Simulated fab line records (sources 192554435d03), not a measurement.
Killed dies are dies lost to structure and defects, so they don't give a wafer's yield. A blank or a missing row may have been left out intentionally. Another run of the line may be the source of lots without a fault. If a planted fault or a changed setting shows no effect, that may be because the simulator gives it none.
Chamber matching -- flow n5-finfet -- 3 sister chambers for N5_BEOL_M10_CURE_72 on uv-cure-02
The step cures SiCOH lowk, time 120 s. 18 wafers are shown with their chamber, then 9 later ones without.

## WAFERS WITH THEIR CHAMBER
wafer,chamber,wafer_temp_C_max,lamp-power-pct (%)
L074.2,2,371.4,52.41
L074.3,2,371.3,52.35
L074.5,2,372.1,52.31
L075.3,2,371.7,52.33
L075.4,2,371.5,52.32
L075.6,2,371.2,52.34
L081.1,0,372.2,52.37
L081.2,0,371.9,52.33
L081.3,0,371.3,52.34
L079.1,0,371.8,52.30
L079.4,0,371.8,52.34
L079.6,0,371.6,52.30
L080.1,1,371.1,52.36
L080.2,1,371.6,52.29
L080.4,1,371.6,52.26
L086.2,2,372.0,52.24
L086.3,2,372.2,52.37
L086.5,2,372.0,52.32

SIGNATURES (means of the wafers above)
reading,chamber 0,chamber 1,chamber 2,scatter within a chamber
wafer_temp_C_max,371.767,371.433,371.711,0.341
lamp-power-pct,52.3300,52.3033,52.3322,0.0417
Rule: for each reading, subtract the chamber's mean from the wafer's reading, divide by that reading's scatter and square the result; add these up over the readings and take the root, which gives the wafer's distance from the chamber. If the next closest chamber is less than 2 further off than the closest, the wafer can't be placed; otherwise it belongs to the closest. How the scatter is found: for the shown wafers, subtract from each reading the mean of its chamber, square and add these, divide the total by (wafers less chambers), then take the root.

## WAFERS WITH NO CHAMBER GIVEN
wafer,wafer_temp_C_max,lamp-power-pct (%)
L087.2,371.4,52.37
L087.3,371.8,52.37
L087.4,371.1,52.31
L095.1,371.1,52.36
L095.2,372.4,52.29
L095.3,371.6,52.35
L094.2,372.1,52.28
L094.4,371.4,52.34
L094.5,371.7,52.29

## WHICH CHAMBER EACH WENT THROUGH
wafer,from the rows above,in truth
L087.2,can't be placed: 2 or 0 or 1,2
L087.3,can't be placed: 2 or 0 or 1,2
L087.4,can't be placed: 1 or 2 or 0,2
L095.1,can't be placed: 1 or 2 or 0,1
L095.2,can't be placed: 0 or 2 or 1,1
L095.3,can't be placed: 2 or 0 or 1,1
L094.2,can't be placed: 0 or 2 or 1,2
L094.4,can't be placed: 1 or 2 or 0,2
L094.5,can't be placed: 1 or 0 or 2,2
Correctly placed: 0 of 9. Unplaceable from these rows: 9, with the true chamber sitting among the candidates in 9. 0 placed wrongly.
